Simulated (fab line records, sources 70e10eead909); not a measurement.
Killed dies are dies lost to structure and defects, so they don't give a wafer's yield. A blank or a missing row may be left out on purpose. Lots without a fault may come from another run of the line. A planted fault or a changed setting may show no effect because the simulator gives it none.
A struck lot beside a sound one | flow nand_harc | 14 steps out of a route of 1302
Sound: wafers L281.3, L281.4, L281.5. Struck: wafers L283.2, L283.4, L283.5. The cause comes at the end.
At each step with rows: each side's tool, then ch and its chambers, then its first start. Under that, the readings that differ: sound wafers | struck wafers | difference of the means | sigmas: that difference in standard deviations of wafers without a fault.
alike: readings whose means differ by less than 2 such deviations, and words and numbers that are the same on both sides. not compared: withheld readings, readings that some wafer has no value for, bounds like >300 that may hide the same value, and numbers for which the record gives no deviation and whose values overlap.
The two part at a step that has a row with sigmas, a row that says differs or no value, or rows on one side only. Numbers that don't overlap but have no deviation are shown without sigmas and don't part them. A reading that every wafer of one side lacks parts them only if that side has two wafers or more.

first, 1 step without rows for these wafers: NHARC_A_CHANNEL_HOLE_D2_SRD_30.
NHARC_A_CHANNEL_HOLE_D2_CD_MEAS_31:
  sound on cd_sem-03, day 13 20:31; struck on cd_sem-03, day 14 14:46
  alike: cd_nm
NHARC_A_CHANNEL_HOLE_D2_XSEM_32:
  sound on xsem-01 ch 0, day 13 20:36; struck on xsem-01 ch 0, day 14 14:52
  alike: bot_cd_nm, bow_nm, tilt_deg
NHARC_A_CHANNEL_HOLE_D2_INSPECT_40:
  sound on defect_inspect-01, day 13 20:41; struck on defect_inspect-02, day 14 14:57
  alike: raw_defect_count
then, 2 steps without rows for these wafers: NHARC_A_CHANNEL_FILL_D2_PRECLEAN_00 (cleans in SC1); NHARC_A_CHANNEL_FILL_D2_SRD_01.
NHARC_A_CHANNEL_FILL_D2_ALD_02: deposits SiO2, target thk 6 nm, pulse time 10 s, ald cycles 60.
  sound on ald_hk-03 ch 2,3, day 13 20:53; struck on ald_hk-03 ch 1,2, day 14 15:08
  alike: heater_power_w, precursor_pulse_height_rel
then, 1 step without rows for these wafers: NHARC_A_CHANNEL_FILL_D2_ALD_03 (deposits SiNx, target thk 6 nm, pulse time 60 s, ald cycles 58).
NHARC_A_CHANNEL_FILL_D2_ALD_14: deposits SiO2, target thk 2.5 nm, pulse time 10 s, ald cycles 25.
  sound on ald_hk-01 ch 1,3, day 14 04:22; struck on ald_hk-03 ch 0,1,2, day 14 22:16
  reading                    | sound             | struck            | difference | sigmas
  precursor_pulse_height_rel | 1.004 0.997 1.035 | 0.969 0.968 0.979 | -0.040     | -2
  alike: heater_power_w
NHARC_A_CHANNEL_FILL_D2_ALD_15: deposits SiNx, target thk 2 nm, pulse time 60 s, ald cycles 19.
  sound on ald_sin_batch-01 ch 0; struck on ald_sin_batch-02 ch 0
  alike: chamber_pressure_Torr, precursor_pulse_height_rel
NHARC_A_CHANNEL_FILL_D2_ALD_16: deposits SiO2, target thk 1.5 nm, pulse time 10 s, ald cycles 15.
  sound on ald_hk-03 ch 0,1, day 14 09:29; struck on ald_hk-02 ch 0,1,2, day 15 04:21
  alike: heater_power_w, precursor_pulse_height_rel
then, 1 step without rows for these wafers: NHARC_A_CHANNEL_FILL_D2_ANNEAL_17 (time 1800 s).
NHARC_A_CHANNEL_FILL_D2_CVD_18: deposits poly-Si, target thk 3 nm.
  sound on lpcvd_poly-01 ch 0, day 14 19:12; struck on lpcvd_poly-01 ch 0, day 15 16:19
  alike: zone_power_bottom_pct
then, 1 step without rows for these wafers: NHARC_A_CHANNEL_FILL_D2_ETCHBACK_19 (etches the open film in HBr/Cl2, target depth 5 nm, time 1.7 s).

WHERE THEY PART
Only at NHARC_A_CHANNEL_FILL_D2_ALD_14, within this record. Later steps at which nothing parts them and some readings are alike: NHARC_A_CHANNEL_FILL_D2_ALD_15, NHARC_A_CHANNEL_FILL_D2_ALD_16, NHARC_A_CHANNEL_FILL_D2_CVD_18.

WHY: what the simulator had put in
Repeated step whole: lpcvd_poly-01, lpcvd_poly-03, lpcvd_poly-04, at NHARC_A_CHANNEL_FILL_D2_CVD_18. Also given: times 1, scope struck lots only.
